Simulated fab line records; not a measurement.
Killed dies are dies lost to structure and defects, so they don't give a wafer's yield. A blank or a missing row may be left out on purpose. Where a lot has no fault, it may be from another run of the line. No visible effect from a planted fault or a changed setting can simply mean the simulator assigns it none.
Split-lot experiment | flow n5Finfet | 7 lots, 39 wafers read, on a route of 1938 steps

## THE SPLIT ITSELF
At N5_HKMG_FIN_ETCH_55 (etches SOC in N2/H2, target depth 240 nm, time 300 s), the setting timeS was moved away from the recipe's 300 s on 15 of the 39 wafers read, by -55.9% to +42.7%. For the rest of the wafers, this setting stayed at what the recipe calls for.

Reading taken at the split's own step.

## THE READING
SiARC_of_HKMG_FIN_COAT_42.thkNm (the simulator's own value, which no gauge read), in nm, at N5_HKMG_FIN_ETCH_55 (etches SOC in N2/H2, target depth 240 nm, time 300 s). The file does not state a usual value for it. The 24 wafers here that ran the recipe average 21.3 nm, standard deviation 0.74 nm.

wafer  | tool, chamber at the split | timeS as run, s | against the recipe | SiARC_of_HKMG_FIN_COAT_42.thkNm, nm | against lot-mates on the recipe
L076.1 | rieDiel-06, 0              | 300             | recipe             | 22.2                                | -
L076.2 | rieDiel-06, 1              | 428.2           | +42.7%             | 14                                  | -7.7
L076.3 | rieDiel-06, 2              | 300             | recipe             | 21.8                                | -
L076.4 | rieDiel-06, 3              | 428.2           | +42.7%             | 15.2                                | -6.5
L076.5 | rieDiel-06, 3              | 300             | recipe             | 21.2                                | -
L076.6 | rieDiel-06, 0              | 428.2           | +42.7%             | 16.4                                | -5.3
L080.3 | rieDiel-04, 3              | 300             | recipe             | 20.4                                | -
L080.4 | rieDiel-04, 2              | 300             | recipe             | 22.2                                | -
L080.5 | rieDiel-04, 3              | 300             | recipe             | 20.4                                | -
L082.1 | rieDiel-02, 1              | 132.4           | -55.9%             | 29.4                                | +8.5
L082.2 | rieDiel-02, 3              | 300             | recipe             | 20.2                                | -
L082.3 | rieDiel-02, 0              | 132.4           | -55.9%             | 29.2                                | +8.3
L082.4 | rieDiel-02, 2              | 300             | recipe             | 22                                  | -
L082.5 | rieDiel-02, 3              | 300             | recipe             | 20.4                                | -
L082.6 | rieDiel-02, 2              | 132.4           | -55.9%             | 29.4                                | +8.5
L084.1 | rieDiel-06, 3              | 300             | recipe             | 21.2                                | -
L084.2 | rieDiel-06, 2              | 300             | recipe             | 21.8                                | -
L084.3 | rieDiel-06, 1              | 300             | recipe             | 20.4                                | -
L084.4 | rieDiel-06, 0              | 300             | recipe             | 22.4                                | -
L084.5 | rieDiel-06, 0              | 300             | recipe             | 22.4                                | -
L084.6 | rieDiel-06, 1              | 300             | recipe             | 20.4                                | -
L085.1 | rieDiel-06, 2              | 300             | recipe             | 21.8                                | -
L085.2 | rieDiel-06, 1              | 353             | +17.7%             | 17.8                                | -3.3
L085.3 | rieDiel-06, 3              | 300             | recipe             | 21.2                                | -
L085.4 | rieDiel-06, 0              | 353             | +17.7%             | 20                                  | -1.1
L085.5 | rieDiel-06, 1              | 300             | recipe             | 20.4                                | -
L085.6 | rieDiel-06, 2              | 353             | +17.7%             | 19.6                                | -1.5
L088.1 | rieDiel-04, 2              | 143.9           | -52.0%             | 28.8                                | +7.7
L088.2 | rieDiel-04, 3              | 300             | recipe             | 20.6                                | -
L088.3 | rieDiel-04, 1              | 300             | recipe             | 21.4                                | -
L088.4 | rieDiel-04, 0              | 143.9           | -52.0%             | 28.6                                | +7.5
L088.5 | rieDiel-04, 0              | 143.9           | -52.0%             | 28.6                                | +7.5
L088.6 | rieDiel-04, 1              | 300             | recipe             | 21.4                                | -
L090.1 | rieDiel-04, 2              | 300             | recipe             | 22.2                                | -
L090.2 | rieDiel-04, 0              | 184.5           | -38.5%             | 27                                  | +5.1
L090.3 | rieDiel-04, 1              | 300             | recipe             | 21.6                                | -
L090.4 | rieDiel-04, 3              | 184.5           | -38.5%             | 26.2                                | +4.3
L090.5 | rieDiel-04, 3              | 184.5           | -38.5%             | 26.2                                | +4.3
L090.6 | rieDiel-04, 2              | 300             | recipe             | 22                                  | -

THE FIT
A straight line over all 39 wafers: SiARC_of_HKMG_FIN_COAT_42.thkNm changes by -0.14 nm for each +1% of timeS; r = -0.98; the points scatter about the line by 0.73 nm.
The same after taking each lot's own level away (the mean of its wafers on the recipe; 39 wafers): -0.144 nm for each +1%; r = -0.98; scatter 0.76 nm.
On that fit, the largest move of timeS shifts the reading by 8 nm.
The span of the lots' own levels, 20.87 to 21.93 nm, comes to 1.4 times the standard deviation stated above.
Hence the lot-to-lot level has little effect on the slope; both slopes agree.
Check: +7.92 nm against its lot-mates is what the line predicts for one of the wafers moved furthest among these (-55.9%) when that wafer is left out of the fit. Against them it came out at +8.53 nm.

## THE OTHER SPLITS THESE WAFERS WENT THROUGH
Note: prior to the reading, these wafers also went through further splits. Each is held against what the fit with the lots' levels taken away leaves over:
other split on the same wafers     | wafers away from the commonest value | r with SiARC_of_HKMG_FIN_COAT_42.thkNm (lot level and that fit taken away)
N5_DUMMY_GATE_HM_DEP_06 timeS      | 30                                   | +0.28
N5_DUMMY_GATE_ETCH_31 targetDepthA | 15                                   | -0.04

## THE WHOLE CHAIN: every reading that the file lists as answering this split, in the file's order
step                | what it does                                         | reading                                                                          | change (the file's fit)               | r (the file's)
N5_HKMG_FIN_ETCH_55 | etches SOC in N2/H2, target depth 240 nm, time 300 s | HKMG_FIN.featureDepthNm (the simulator's own value, which no gauge read)         | +2.48 nm for each +1% of the setting  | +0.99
N5_HKMG_FIN_ETCH_55 | etches SOC in N2/H2, target depth 240 nm, time 300 s | etch.depthNm (the simulator's own value, which no gauge read)                    | +2.48 nm for each +1% of the setting  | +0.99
N5_HKMG_FIN_ETCH_55 | etches SOC in N2/H2, target depth 240 nm, time 300 s | SiARC_of_HKMG_FIN_COAT_42.thkNm (the simulator's own value, which no gauge read) | -0.143 nm for each +1% of the setting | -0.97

## FILE'S OWN FIT
SiARC_of_HKMG_FIN_COAT_42.thkNm changes by -0.143 nm for each +1% of timeS, r = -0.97.
